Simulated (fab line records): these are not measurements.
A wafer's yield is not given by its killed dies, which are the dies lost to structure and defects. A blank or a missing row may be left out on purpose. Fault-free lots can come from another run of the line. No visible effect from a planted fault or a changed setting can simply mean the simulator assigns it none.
fab line records | flow n5-finfet | part 1 of 2: steps 1 to 13 of 25
record lots=5 | wafers=15 | last-day=17
route steps=1938 shown BEOL_M3@969
lots that met no fault: taken from a fault-free run of the same line
start-h: hours from the record's first day to the start of the lot's first wafer shown | wait-h: hours elapsed since this lot's preceding step | " repeats the value in the row above | L1.1+2: several wafers, shown together as one row | - no value, or no start was given | * or withheld: withheld | < > ~ a bound
route shown NAME@n: names a module that has steps shown in the file, with the first one's number in the route | usual: mean/standard deviation taken from wafers without a fault | same: alike in all rows | chamber/n: place in a boat | sites: readings site by site | _std_site: the values' standard deviation | _edge_site: inner sites' mean taken away from outer sites' mean | radius-mm: how far each site lies from the wafer's centre | mask NAME#n: copy n | behind: the tool/chamber that last shaped the wafer | hold: cause of the lot's hold/its duration in hours/its outcome | device: names the non-switching transistor (n, p or np) | end of line: the route-end tests of the same wafers | a step with no rows: only its recipe | killed: not the wafer's yield, but the dies lost to structure and defects at the first sort | map: shows each die of a wafer: x if killed, . if not, _ if none is there
set.NAME: the setting as run; set.NAME@STEP: as run at that earlier step | model.NAME: the simulator's own value behind a step, which no gauge read
lots at some steps of the route; a table a step, a row a wafer
services: a tool's chamber out of use, with start hour (start-h, from the record's first day; less than 0 if before it), hours out, and reason
## steps
# step N5_BEOL_M3_DESCUM_33
# recipe chemistry=O2 | time-s=7 | source-power-w=50 | bias-power-w=20 | pressure-mtorr=20 | rf-frequency-hz=2.712e+07 | temp-c=40 | resist=CAR-EUV | o2-flow-sccm=225
# usual chamber-pressure-mTorr=20.001/0.018 | drypump-motor-current-A=5.5/0.37 | oes-product-au=0.77/0.088 | rf-vpp-V=243.2/1.3 | showerhead-plenum-p-Torr=2.11/0.065 | throttle-valve-pct=20.55/0.28
lot.wafer | tool        | chamber | start-h | wait-h | chamber-pressure-mTorr | drypump-motor-current-A | oes-product-au | rf-hours-counter-h | rf-vpp-V | showerhead-plenum-p-Torr | throttle-valve-pct
L076.1    | rie-diel-02 | 3       | 157.62  | 0.0    | 20.009                 | 5.8                     | 0.70           | 223                | 242.3    | 2.07                     | 20.75
L076.4    | "           | 0       | "       | "      | 20.006                 | 5.8                     | 0.89           | 33                 | 243.8    | 2.15                     | 20.41
L076.6    | "           | 2       | "       | "      | 20.032                 | 5.7                     | 0.71           | -                  | 243.8    | 2.12                     | 20.18
L081.1    | rie-diel-02 | 0       | 188.66  | 0.0    | 20.015                 | 5.8                     | 0.89           | 43                 | 241.7    | 2.15                     | 20.40
L081.3    | "           | 2       | "       | "      | 20.014                 | 5.6                     | 0.71           | 248                | 244.2    | 2.11                     | 20.20
L081.4    | "           | 3       | "       | "      | 19.993                 | 5.8                     | 0.70           | 232                | 242.1    | 2.06                     | 20.78
L082.2    | rie-diel-02 | 3       | 194.70  | 0.0    | 19.993                 | 5.7                     | 0.71           | 234                | 242.1    | 2.06                     | 20.76
L082.5    | "           | 2       | "       | "      | 19.981                 | 5.6                     | 0.71           | -                  | 243.5    | 2.11                     | 20.20
L082.6    | "           | 1       | "       | "      | 20.028                 | 5.9                     | 0.71           | -                  | 243.2    | 2.10                     | 20.50
L091.3    | rie-diel-02 | 2       | 249.96  | 0.1    | 19.994                 | 5.6                     | 0.95           | 14                 | 244.0    | 2.11                     | 19.85
L091.4    | "           | 2       | "       | "      | 19.995                 | 5.7                     | 0.96           | -                  | 244.2    | 2.11                     | 19.87
L091.5    | "           | 0       | "       | "      | 19.971                 | 5.8                     | 0.84           | -                  | 242.2    | 2.14                     | 20.45
L096.1    | rie-diel-02 | 2       | 276.72  | 0.1    | 20.011                 | 5.6                     | 0.93           | 22                 | 246.1    | 2.10                     | 19.88
L096.2    | "           | 0       | "       | "      | 19.999                 | 5.8                     | 0.84           | 73                 | 243.4    | 2.13                     | 20.45
L096.3    | "           | 1       | "       | "      | 20.008                 | 5.9                     | 0.69           | 242                | 242.4    | 2.09                     | 20.54
# step N5_BEOL_M3_ETCH_77
# recipe chemistry=N2/H2 | target=underlayer | target-depth-a=65 | mask-material=CAR-EUV | time-s=5.2 | ion-energy-ev=200 | pressure-mtorr=30 | source-w=840 | bias-w=150 | n2-flow-sccm=200 | h2-flow-sccm=200 | ends=cleared
# usual chamber-pressure-mTorr=30.00/0.04 | drypump-motor-current-A=5.5/0.37 | etch-rf-on-time-s=5.17/0.19 | oes-product-au=0.65/0.069 | rf-vpp-V=524.0/2.5 | showerhead-plenum-p-Torr=2.55/0.077 | throttle-valve-pct=17.84/0.3
lot.wafer | tool        | chamber | start-h | wait-h | chamber-pressure-mTorr | drypump-motor-current-A | etch-rf-on-time-s | oes-product-au | rf-hours-counter-h | rf-vpp-V | showerhead-plenum-p-Torr | throttle-valve-pct
L076.1    | rie-diel-02 | 3       | 157.65  | 0.0    | 29.91                  | 5.8                     | 5.30              | 0.61           | 223                | 522.3    | 2.51                     | 18.21
L076.4    | "           | 0       | "       | "      | 29.98                  | 5.8                     | 5.45              | 0.74           | 33                 | 523.9    | 2.56                     | 17.48
L076.6    | "           | 2       | "       | "      | 29.93                  | 5.6                     | 5.42              | 0.59           | -                  | 524.6    | 2.58                     | 17.68
L081.1    | rie-diel-02 | 0       | 188.70  | 0.0    | 30.01                  | 5.8                     | 5.44              | 0.72           | 43                 | 525.5    | 2.56                     | 17.47
L081.3    | "           | 2       | "       | "      | 30.03                  | 5.6                     | 5.39              | 0.57           | 248                | 525.1    | 2.58                     | 17.69
L081.4    | "           | 3       | "       | "      | 30.03                  | 5.8                     | 5.32              | 0.60           | 232                | 520.8    | 2.51                     | 18.21
L082.2    | rie-diel-02 | 3       | 194.74  | 0.0    | 29.96                  | 5.8                     | 5.37              | 0.59           | 234                | 525.2    | 2.51                     | 18.21
L082.5    | "           | 2       | "       | "      | 29.97                  | 5.6                     | 5.43              | 0.58           | -                  | 525.9    | 2.58                     | 17.68
L082.6    | "           | 1       | "       | "      | 29.98                  | 5.9                     | 5.36              | 0.60           | -                  | 521.8    | 2.51                     | 17.68
L091.3    | rie-diel-02 | 2       | 249.99  | 0.0    | 30.01                  | 5.6                     | 5.24              | 0.77           | 14                 | 525.0    | 2.57                     | 17.32
L091.4    | "           | 2       | "       | "      | 29.94                  | 5.6                     | 5.19              | 0.79           | -                  | 527.0    | 2.57                     | 17.30
L091.5    | "           | 0       | "       | "      | 29.97                  | 5.9                     | 5.46              | 0.69           | -                  | 524.4    | 2.55                     | 17.51
L096.1    | rie-diel-02 | 2       | 276.76  | 0.0    | 29.96                  | 5.6                     | 5.23              | 0.77           | 22                 | 524.9    | 2.57                     | 17.33
L096.2    | "           | 0       | "       | "      | 29.94                  | 5.9                     | 5.33              | 0.70           | 73                 | 523.6    | 2.55                     | 17.53
L096.3    | "           | 1       | "       | "      | 30.06                  | 5.9                     | 5.25              | 0.59           | 242                | 521.8    | 2.50                     | 17.75
# step N5_BEOL_M3_ETCH_69
# recipe chemistry=CF4 | target=SiARC | target-depth-a=156 | mask-material=CAR-EUV | time-s=26 | ion-energy-ev=80 | pressure-mtorr=40 | source-w=545 | bias-w=36 | Ar_flow_sccm=100 | cf4-flow-sccm=100 | ends=cleared
# usual cf4-flow-sccm=100.01/0.29 | chamber-pressure-mTorr=40.00/0.034 | drypump-motor-current-A=5.5/0.37 | etch-rf-on-time-s=25.9/0.91 | oes-product-au=0.65/0.07 | rf-vpp-V=184.3/1.1 | showerhead-plenum-p-Torr=2.15/0.049 | throttle-valve-pct=15.7/0.32
lot.wafer | tool        | chamber | start-h | wait-h | cf4-flow-sccm | chamber-pressure-mTorr | drypump-motor-current-A | etch-rf-on-time-s | oes-product-au | rf-hours-counter-h | rf-vpp-V | showerhead-plenum-p-Torr | throttle-valve-pct
L076.1    | rie-diel-02 | 3       | 157.67  | 0.0    | 99.72         | 39.96                  | 5.7                     | 26.4              | 0.60           | 223                | 184.1    | 2.10                     | 15.9
L076.4    | "           | 0       | "       | "      | 99.96         | 40.01                  | 5.8                     | 26.6              | 0.75           | 33                 | 184.1    | 2.19                     | 15.6
L076.6    | "           | 2       | "       | "      | 99.61         | 40.00                  | 5.6                     | 27.0              | 0.59           | -                  | 184.4    | 2.17                     | 15.6
L081.1    | rie-diel-02 | 0       | 188.71  | 0.0    | 99.99         | 39.95                  | 5.9                     | 27.1              | 0.73           | 43                 | 183.8    | 2.19                     | 15.6
L081.3    | "           | 2       | "       | "      | 99.97         | 40.02                  | 5.6                     | 27.1              | 0.59           | 248                | 183.9    | 2.17                     | 15.6
L081.4    | "           | 3       | "       | "      | 99.59         | 39.98                  | 5.8                     | 26.5              | 0.60           | 232                | 184.1    | 2.10                     | 15.9
L082.2    | rie-diel-02 | 3       | 194.76  | 0.0    | 100.30        | 39.99                  | 5.7                     | 26.6              | 0.60           | 234                | 184.1    | 2.10                     | 15.9
L082.5    | "           | 2       | "       | "      | 100.02        | 40.06                  | 5.6                     | 26.8              | 0.58           | -                  | 185.8    | 2.17                     | 15.6
L082.6    | "           | 1       | "       | "      | 100.21        | 39.97                  | 5.9                     | 26.6              | 0.61           | -                  | 184.1    | 2.14                     | 15.6
L091.3    | rie-diel-02 | 2       | 250.01  | 0.0    | 100.07        | 39.99                  | 5.6                     | 26.3              | 0.80           | 14                 | 184.6    | 2.16                     | 15.1
L091.4    | "           | 2       | "       | "      | 99.97         | 40.04                  | 5.6                     | 26.5              | 0.78           | -                  | 183.3    | 2.16                     | 15.1
L091.5    | "           | 0       | "       | "      | 99.78         | 40.00                  | 5.8                     | 27.4              | 0.71           | -                  | 184.1    | 2.18                     | 15.6
L096.1    | rie-diel-02 | 2       | 276.77  | 0.0    | 99.95         | 39.95                  | 5.6                     | 26.7              | 0.77           | 22                 | 183.9    | 2.16                     | 15.1
L096.2    | "           | 0       | "       | "      | 100.39        | 40.00                  | 5.8                     | 27.0              | 0.70           | 73                 | 184.8    | 2.18                     | 15.6
L096.3    | "           | 1       | "       | "      | 99.89         | 39.97                  | 5.9                     | 26.8              | 0.58           | 242                | 183.9    | 2.13                     | 15.6
# step N5_BEOL_M3_ALD_98
# recipe material=SiO2 | target-thk-a=25 | temp-c=100 | ald-precursor-family=BDEAS | ald-co-reactant=O2-plasma | pulse-time-s=1 | co-reactant-pulse-time-s=1 | purge-time-s=2 | co-reactant-purge-time-s=2 | ald-cycles=17 | pressure-torr=2
# usual heater-power-w=80/8.3 | precursor-pulse-height-rel=0.998/0.018
# same ald-cycles=17
lot.wafer | tool       | chamber | start-h | wait-h | heater-power-w | precursor-pulse-height-rel
L076.1    | ald-sin-01 | 3       | 157.88  | 0.2    | 78             | 0.992
L076.4    | "          | 3       | "       | "      | 78             | 1.001
L076.6    | "          | 2       | "       | "      | 82             | 0.984
L081.1    | ald-sin-02 | 3       | 189.33  | 0.6    | 78             | 1.025
L081.3    | "          | 0       | "       | "      | 83             | 0.979
L081.4    | "          | 2       | "       | "      | 96             | 1.025
L082.2    | ald-sin-02 | 2       | 194.92  | 0.1    | 95             | 0.991
L082.5    | "          | 3       | "       | "      | 81             | 1.037
L082.6    | "          | 0       | "       | "      | 83             | 0.997
L091.3    | ald-sin-01 | 3       | 250.32  | 0.3    | 81             | 0.983
L091.4    | "          | 0       | "       | "      | 67             | 0.989
L091.5    | "          | 1       | "       | "      | 82             | 1.003
L096.1    | ald-sin-01 | 2       | 277.29  | 0.5    | 82             | 1.001
L096.2    | "          | 1       | "       | "      | 83             | 1.014
L096.3    | "          | 3       | "       | "      | 78             | 0.974
# step N5_BEOL_M3_ETCHBACK_99
# recipe chemistry=CHF3 | target=SiO2 | target-depth-a=50 | time-s=10.4 | source-w=215 | bias-w=47 | Ar_flow_sccm=200 | CHF3_flow_sccm=12 | ion-energy-ev=100 | pressure-mtorr=30
# usual chamber-pressure-mTorr=30.000/0.029 | drypump-motor-current-A=5.5/0.34 | oes-product-au=0.76/0.087 | rf-vpp-V=242/5.2 | showerhead-plenum-p-Torr=2.16/0.052 | throttle-valve-pct=17.2/0.31
lot.wafer | tool        | chamber | start-h | wait-h | chamber-pressure-mTorr | drypump-motor-current-A | oes-product-au | rf-hours-counter-h | rf-vpp-V | showerhead-plenum-p-Torr | throttle-valve-pct
L076.1    | rie-diel-01 | 0       | 161.93  | 4.0    | 29.987                 | 5.3                     | 0.89           | 30                 | 243      | 2.19                     | 17.2
L076.4    | "           | 3       | "       | "      | 30.005                 | 5.2                     | 0.69           | 219                | 240      | 2.09                     | 17.1
L076.6    | "           | 2       | "       | "      | 30.012                 | 5.9                     | 0.73           | -                  | 246      | 2.16                     | 17.6
L081.1    | rie-diel-06 | 2       | 191.39  | 2.0    | 29.980                 | 5.0                     | 0.89           | 63                 | 238      | 2.17                     | 16.9
L081.3    | "           | 1       | "       | "      | 29.992                 | 5.9                     | 0.70           | 217                | 239      | 2.22                     | 17.3
L081.4    | "           | 3       | "       | "      | 30.024                 | 4.9                     | 0.70           | 224                | 235      | 2.07                     | 17.8
L082.2    | rie-diel-02 | 3       | 196.55  | 1.6    | 30.020                 | 5.8                     | 0.69           | 235                | 231      | 2.11                     | 17.3
L082.5    | "           | 3       | "       | "      | 29.981                 | 5.8                     | 0.70           | -                  | 234      | 2.11                     | 17.4
L082.6    | "           | 1       | "       | "      | 29.964                 | 5.9                     | 0.71           | -                  | 238      | 2.16                     | 17.1
L091.3    | rie-diel-06 | 3       | 251.23  | 0.9    | 29.951                 | 4.9                     | 0.68           | 241                | 234      | 2.07                     | 17.8
L091.4    | "           | 1       | "       | "      | 29.940                 | 6.0                     | 0.68           | 236                | 240      | 2.21                     | 17.3
L091.5    | "           | 3       | "       | "      | 29.939                 | 4.9                     | 0.69           | -                  | 235      | 2.07                     | 17.9
L096.1    | rie-diel-02 | 3       | 288.80  | 11.5   | 30.015                 | 5.8                     | 0.98           | 3                  | 233      | 2.10                     | 16.9
L096.2    | "           | 0       | "       | "      | 30.014                 | 5.8                     | 0.82           | 75                 | 244      | 2.17                     | 17.0
L096.3    | "           | 2       | "       | "      | 30.046                 | 5.6                     | 0.91           | 24                 | 249      | 2.17                     | 16.6
# step N5_BEOL_M3_ETCH_70
# recipe chemistry=N2/H2 | target=SOC | target-depth-a=800 | overetch-a=160 | mask-material=SiARC | temp-c=40 | time-s=120 | ion-energy-ev=200 | pressure-mtorr=30 | source-w=840 | bias-w=150 | n2-flow-sccm=200 | h2-flow-sccm=200
# usual chamber-pressure-mTorr=30.00/0.031 | drypump-motor-current-A=5.5/0.34 | oes-product-au=0.58/0.063 | rf-vpp-V=524.1/2.1 | showerhead-plenum-p-Torr=2.54/0.07 | throttle-valve-pct=17.90/0.29
lot.wafer | tool        | chamber | start-h | wait-h | chamber-pressure-mTorr | drypump-motor-current-A | oes-product-au | rf-hours-counter-h | rf-vpp-V | showerhead-plenum-p-Torr | throttle-valve-pct
L076.1    | rie-diel-01 | 0       | 161.97  | 0.0    | 30.01                  | 5.3                     | 0.67           | 30                 | 526.9    | 2.57                     | 17.82
L076.4    | "           | 3       | "       | "      | 30.04                  | 5.2                     | 0.54           | 219                | 521.8    | 2.51                     | 18.02
L076.6    | "           | 2       | "       | "      | 30.03                  | 5.9                     | 0.55           | -                  | 522.3    | 2.52                     | 18.26
L081.1    | rie-diel-06 | 2       | 191.43  | 0.0    | 30.00                  | 5.0                     | 0.66           | 63                 | 525.2    | 2.57                     | 17.67
L081.3    | "           | 1       | "       | "      | 30.01                  | 6.0                     | 0.53           | 217                | 527.2    | 2.63                     | 18.20
L081.4    | "           | 3       | "       | "      | 30.01                  | 4.9                     | 0.54           | 224                | 520.7    | 2.39                     | 18.14
L082.2    | rie-diel-02 | 3       | 196.59  | 0.0    | 29.98                  | 5.8                     | 0.55           | 235                | 523.0    | 2.50                     | 18.16
L082.5    | "           | 3       | "       | "      | 30.02                  | 5.7                     | 0.54           | -                  | 522.7    | 2.50                     | 18.15
L082.6    | "           | 1       | "       | "      | 29.98                  | 5.9                     | 0.54           | -                  | 522.6    | 2.51                     | 17.64
L091.3    | rie-diel-06 | 3       | 251.27  | 0.0    | 30.02                  | 4.9                     | 0.52           | 241                | 520.0    | 2.38                     | 18.19
L091.4    | "           | 1       | "       | "      | 29.99                  | 5.9                     | 0.52           | 236                | 526.2    | 2.62                     | 18.24
L091.5    | "           | 3       | "       | "      | 30.02                  | 4.9                     | 0.53           | -                  | 520.8    | 2.38                     | 18.17
L096.1    | rie-diel-02 | 3       | 288.84  | 0.0    | 29.97                  | 5.7                     | 0.73           | 3                  | 523.0    | 2.50                     | 17.78
L096.2    | "           | 0       | "       | "      | 30.04                  | 5.8                     | 0.64           | 75                 | 523.8    | 2.55                     | 17.48
L096.3    | "           | 2       | "       | "      | 29.96                  | 5.6                     | 0.69           | 24                 | 526.0    | 2.56                     | 17.28
# step N5_BEOL_M3_STRIP_71
# recipe chemistry=N2/H2 | temp-c=40 | n2-flow-sccm=200 | h2-flow-sccm=200 | rf-frequency-hz=6e+07
lot.wafer  | tool        | chamber | start-h | wait-h
L076.1+4+6 | rie-diel-01 | 0,3,2   | 162.05  | 0.0
L081.1+3+4 | rie-diel-06 | 2,1,3   | 191.51  | 0.0
L082.2+5+6 | rie-diel-02 | 3,3,1   | 196.67  | 0.0
L091.3+4+5 | rie-diel-06 | 3,1,3   | 251.35  | 0.0
L096.1+2+3 | rie-diel-02 | 3,0,2   | 288.92  | 0.0
# step N5_BEOL_M3_STRIP_78
# recipe chemistry=N2/H2 | temp-c=40 | n2-flow-sccm=200 | h2-flow-sccm=200 | rf-frequency-hz=6e+07
lot.wafer  | tool        | chamber | start-h | wait-h
L076.1+4+6 | rie-diel-01 | 0,3,2   | 162.06  | 0.0
L081.1+3+4 | rie-diel-06 | 2,1,3   | 191.52  | 0.0
L082.2+5+6 | rie-diel-02 | 3,3,1   | 196.68  | 0.0
L091.3+4+5 | rie-diel-06 | 3,1,3   | 251.36  | 0.0
L096.1+2+3 | rie-diel-02 | 3,0,2   | 288.93  | 0.0
# step N5_BEOL_M3_VIA_ETCH_34
# recipe chemistry=C4F6/O2 | target-depth-a=694 | mask-material=SOC | pressure-mtorr=15 | ion-energy-ev=250 | taper-deg=4 | time-s=65.9 | source-w=350 | bias-w=170 | Ar_flow_sccm=300 | C4F6_flow_sccm=10 | O2_flow_sccm=10
# usual chamber-pressure-mTorr=14.999/0.017 | drypump-motor-current-A=5.5/0.34 | oes-product-au=0.76/0.086 | rf-vpp-V=668/14 | showerhead-plenum-p-Torr=2.85/0.066 | throttle-valve-pct=30.8/0.4
lot.wafer | tool        | chamber | start-h | wait-h | chamber-pressure-mTorr | drypump-motor-current-A | oes-product-au | rf-hours-counter-h | rf-vpp-V | showerhead-plenum-p-Torr | throttle-valve-pct
L076.1    | rie-diel-01 | 0       | 162.07  | 0.0    | 14.985                 | 5.3                     | 0.89           | 30                 | 672      | 2.89                     | 31.0
L076.4    | "           | 3       | "       | "      | 14.983                 | 5.2                     | 0.69           | 219                | 666      | 2.77                     | 30.5
L076.6    | "           | 2       | "       | "      | 14.993                 | 5.8                     | 0.72           | -                  | 679      | 2.85                     | 31.4
L081.1    | rie-diel-06 | 2       | 191.53  | 0.0    | 14.976                 | 5.0                     | 0.88           | 63                 | 656      | 2.87                     | 30.4
L081.3    | "           | 1       | "       | "      | 14.971                 | 6.0                     | 0.70           | 217                | 664      | 2.93                     | 31.0
L081.4    | "           | 3       | "       | "      | 14.998                 | 4.9                     | 0.70           | 224                | 649      | 2.74                     | 31.6
L082.2    | rie-diel-02 | 3       | 196.69  | 0.0    | 15.029                 | 5.7                     | 0.69           | 235                | 641      | 2.79                     | 30.9
L082.5    | "           | 3       | "       | "      | 15.017                 | 5.7                     | 0.69           | -                  | 641      | 2.79                     | 30.9
L082.6    | "           | 1       | "       | "      | 15.008                 | 5.9                     | 0.71           | -                  | 657      | 2.85                     | 30.9
L091.3    | rie-diel-06 | 3       | 251.37  | 0.0    | 15.002                 | 4.9                     | 0.69           | 241                | 648      | 2.73                     | 31.6
L091.4    | "           | 1       | "       | "      | 15.024                 | 6.0                     | 0.69           | 236                | 662      | 2.92                     | 31.1
L091.5    | "           | 3       | "       | "      | 14.997                 | 4.9                     | 0.69           | -                  | 650      | 2.73                     | 31.6
L096.1    | rie-diel-02 | 3       | 288.94  | 0.0    | 14.995                 | 5.7                     | 0.97           | 4                  | 639      | 2.78                     | 30.7
L096.2    | "           | 0       | "       | "      | 15.000                 | 5.8                     | 0.82           | 75                 | 675      | 2.87                     | 30.5
L096.3    | "           | 2       | "       | "      | 14.999                 | 5.7                     | 0.91           | 24                 | 687      | 2.87                     | 30.2
# step N5_BEOL_M3_STRIP_83
# recipe chemistry=C4F6/O2 | resist=SiARC | rf-frequency-hz=6e+07
lot.wafer  | tool        | chamber | start-h | wait-h
L076.1+4+6 | rie-diel-01 | 0,3,2   | 162.12  | 0.0
L081.1+3+4 | rie-diel-06 | 2,1,3   | 191.58  | 0.0
L082.2+5+6 | rie-diel-02 | 3,3,1   | 196.74  | 0.0
L091.3+4+5 | rie-diel-06 | 3,1,3   | 251.42  | 0.0
L096.1+2+3 | rie-diel-02 | 3,0,2   | 288.99  | 0.0
# step N5_BEOL_M3_STRIP_36
# recipe chemistry=N2/H2 | power-w=450 | temp-c=40 | pressure-mtorr=20 | rf-frequency-hz=6e+07 | overash-fraction=0.3 | bias-power-w=7 | h2-frac=0.5 | n2-flow-sccm=200 | h2-flow-sccm=200
# usual chamber-pressure-mTorr=19.999/0.027 | drypump-motor-current-A=5.5/0.34 | oes-product-au=0.76/0.089 | rf-vpp-V=59.1/1.5 | showerhead-plenum-p-Torr=2.54/0.07 | throttle-valve-pct=23.7/0.36
lot.wafer | tool        | chamber | start-h | wait-h | chamber-pressure-mTorr | drypump-motor-current-A | oes-product-au | rf-hours-counter-h | rf-vpp-V | showerhead-plenum-p-Torr | throttle-valve-pct
L076.1    | rie-diel-01 | 0       | 162.13  | 0.0    | 20.031                 | 5.3                     | 0.89           | 30                 | 59.1     | 2.57                     | 23.6
L076.4    | "           | 3       | "       | "      | 20.024                 | 5.2                     | 0.69           | 219                | 54.7     | 2.51                     | 23.7
L076.6    | "           | 2       | "       | "      | 20.017                 | 5.9                     | 0.73           | -                  | 60.1     | 2.51                     | 24.1
L081.1    | rie-diel-06 | 2       | 191.59  | 0.0    | 19.968                 | 5.0                     | 0.87           | 63                 | 58.7     | 2.57                     | 23.4
L081.3    | "           | 1       | "       | "      | 19.998                 | 5.9                     | 0.70           | 217                | 59.4     | 2.63                     | 24.1
L081.4    | "           | 3       | "       | "      | 19.949                 | 4.9                     | 0.70           | 224                | 58.1     | 2.38                     | 23.8
L082.2    | rie-diel-02 | 3       | 196.75  | 0.0    | 19.984                 | 5.8                     | 0.70           | 235                | 56.5     | 2.50                     | 24.0
L082.5    | "           | 3       | "       | "      | 19.948                 | 5.7                     | 0.68           | -                  | 58.6     | 2.50                     | 24.0
L082.6    | "           | 1       | "       | "      | 19.980                 | 5.9                     | 0.71           | -                  | 59.8     | 2.50                     | 23.4
L091.3    | rie-diel-06 | 3       | 251.43  | 0.0    | 20.009                 | 4.9                     | 0.69           | 241                | 62.0     | 2.38                     | 23.7
L091.4    | "           | 1       | "       | "      | 20.007                 | 6.0                     | 0.70           | 236                | 60.4     | 2.62                     | 24.1
L091.5    | "           | 3       | "       | "      | 20.011                 | 4.9                     | 0.68           | -                  | 57.8     | 2.38                     | 23.8
L096.1    | rie-diel-02 | 3       | 289.00  | 0.0    | 19.966                 | 5.7                     | 0.98           | 4                  | 61.3     | 2.49                     | 23.7
L096.2    | "           | 0       | "       | "      | 19.963                 | 5.8                     | 0.83           | 75                 | 59.3     | 2.54                     | 23.0
L096.3    | "           | 2       | "       | "      | 20.022                 | 5.7                     | 0.92           | 24                 | 59.0     | 2.56                     | 23.0
# step N5_BEOL_M3_TRENCH_ETCH_37
# recipe chemistry=C4F6/O2 | target-depth-a=555.55 | target=SiOC | time-s=29.2 | ion-energy-ev=250 | pressure-mtorr=30 | source-w=355 | bias-w=185 | Ar_flow_sccm=300 | C4F6_flow_sccm=10 | O2_flow_sccm=10
# usual chamber-pressure-mTorr=30.00/0.034 | drypump-motor-current-A=5.5/0.34 | oes-product-au=0.76/0.086 | rf-vpp-V=668/14 | showerhead-plenum-p-Torr=2.86/0.066 | throttle-valve-pct=21.0/0.32
lot.wafer | tool        | chamber | start-h | wait-h | chamber-pressure-mTorr | drypump-motor-current-A | oes-product-au | rf-hours-counter-h | rf-vpp-V | showerhead-plenum-p-Torr | throttle-valve-pct
L076.1    | rie-diel-01 | 0       | -       | -      | 30.03                  | 5.3                     | 0.88           | 30                 | 672      | 2.89                     | 21.1
L076.4    | "           | 3       | "       | "      | 30.02                  | 5.2                     | 0.69           | 219                | 667      | 2.77                     | 20.9
L076.6    | "           | 2       | "       | "      | 29.99                  | 5.9                     | 0.73           | -                  | 680      | 2.85                     | 21.4
L081.1    | rie-diel-06 | 2       | -       | -      | 30.00                  | 5.0                     | 0.88           | 63                 | 656      | 2.87                     | 20.7
L081.3    | "           | 1       | "       | "      | 29.98                  | 5.9                     | 0.70           | 217                | 662      | 2.93                     | 21.1
L081.4    | "           | 3       | "       | "      | 30.00                  | 4.9                     | 0.70           | 224                | 650      | 2.74                     | 21.6
L082.2    | rie-diel-02 | 3       | -       | -      | 29.99                  | 5.7                     | 0.70           | 235                | 641      | 2.79                     | 21.1
L082.5    | "           | 3       | "       | "      | 30.01                  | 5.7                     | 0.69           | -                  | 642      | 2.79                     | 21.1
L082.6    | "           | 1       | "       | "      | 30.03                  | 5.9                     | 0.70           | -                  | 657      | 2.85                     | 20.9
L091.3    | rie-diel-06 | 3       | -       | -      | 30.04                  | 4.9                     | 0.69           | 241                | 648      | 2.74                     | 21.6
L091.4    | "           | 1       | "       | "      | 29.98                  | 5.9                     | 0.69           | 236                | 664      | 2.92                     | 21.1
L091.5    | "           | 3       | "       | "      | 29.93                  | 4.9                     | 0.69           | -                  | 649      | 2.74                     | 21.7
L096.1    | rie-diel-02 | 3       | -       | -      | 30.02                  | 5.7                     | 0.96           | 4                  | 642      | 2.79                     | 20.8
L096.2    | "           | 0       | "       | "      | 30.01                  | 5.9                     | 0.82           | 75                 | 674      | 2.87                     | 20.8
L096.3    | "           | 2       | "       | "      | 29.99                  | 5.7                     | 0.90           | 24                 | 689      | 2.87                     | 20.4
# step N5_BEOL_M3_ETCH_41
# recipe chemistry=CH3F/O2 | target=SiCN | target-depth-a=299 | taper-deg=2 | time-s=52.5 | ion-energy-ev=120 | mask-material=TiN | pressure-mtorr=30 | source-w=395 | bias-w=75 | Ar_flow_sccm=150 | CH3F_flow_sccm=30 | O2_flow_sccm=20
# usual chamber-pressure-mTorr=29.999/0.028 | drypump-motor-current-A=5.5/0.34 | oes-product-au=0.76/0.085 | rf-vpp-V=297.5/1.4 | showerhead-plenum-p-Torr=2.01/0.049 | throttle-valve-pct=16.47/0.29
lot.wafer | tool        | chamber | start-h | wait-h | chamber-pressure-mTorr | drypump-motor-current-A | oes-product-au | rf-hours-counter-h | rf-vpp-V | showerhead-plenum-p-Torr | throttle-valve-pct
L076.1    | rie-diel-01 | 0       | -       | -      | 30.017                 | 5.3                     | 0.89           | 30                 | 298.2    | 2.04                     | 16.49
L076.4    | "           | 3       | "       | "      | 29.918                 | 5.2                     | 0.69           | 219                | 297.2    | 1.95                     | 16.45
L076.6    | "           | 2       | "       | "      | 29.988                 | 5.8                     | 0.73           | -                  | 296.3    | 2.00                     | 16.84
L081.1    | rie-diel-06 | 2       | -       | -      | 29.992                 | 5.0                     | 0.88           | 63                 | 296.9    | 2.02                     | 16.16
L081.3    | "           | 1       | "       | "      | 29.978                 | 5.9                     | 0.70           | 217                | 297.5    | 2.06                     | 16.57
L081.4    | "           | 3       | "       | "      | 30.018                 | 4.9                     | 0.71           | 224                | 294.9    | 1.92                     | 17.00
L082.2    | rie-diel-02 | 3       | -       | -      | 29.980                 | 5.7                     | 0.70           | 235                | 296.4    | 1.96                     | 16.61
L082.5    | "           | 3       | "       | "      | 29.963                 | 5.7                     | 0.70           | -                  | 296.6    | 1.96                     | 16.62
L082.6    | "           | 1       | "       | "      | 30.021                 | 5.9                     | 0.71           | -                  | 297.5    | 2.01                     | 16.35
L091.3    | rie-diel-06 | 3       | -       | -      | 30.033                 | 4.9                     | 0.69           | 241                | 294.5    | 1.91                     | 17.04
L091.4    | "           | 1       | "       | "      | 30.034                 | 5.9                     | 0.69           | 236                | 298.9    | 2.05                     | 16.62
L091.5    | "           | 3       | "       | "      | 30.045                 | 4.9                     | 0.70           | -                  | 295.6    | 1.91                     | 17.04
L096.1    | rie-diel-02 | 3       | -       | -      | 30.035                 | 5.7                     | 0.97           | 4                  | 296.7    | 1.96                     | 16.19
L096.2    | "           | 0       | "       | "      | 30.031                 | 5.9                     | 0.82           | 75                 | 296.6    | 2.02                     | 16.26
L096.3    | "           | 2       | "       | "      | 29.993                 | 5.6                     | 0.92           | 24                 | 296.9    | 2.02                     | 15.86
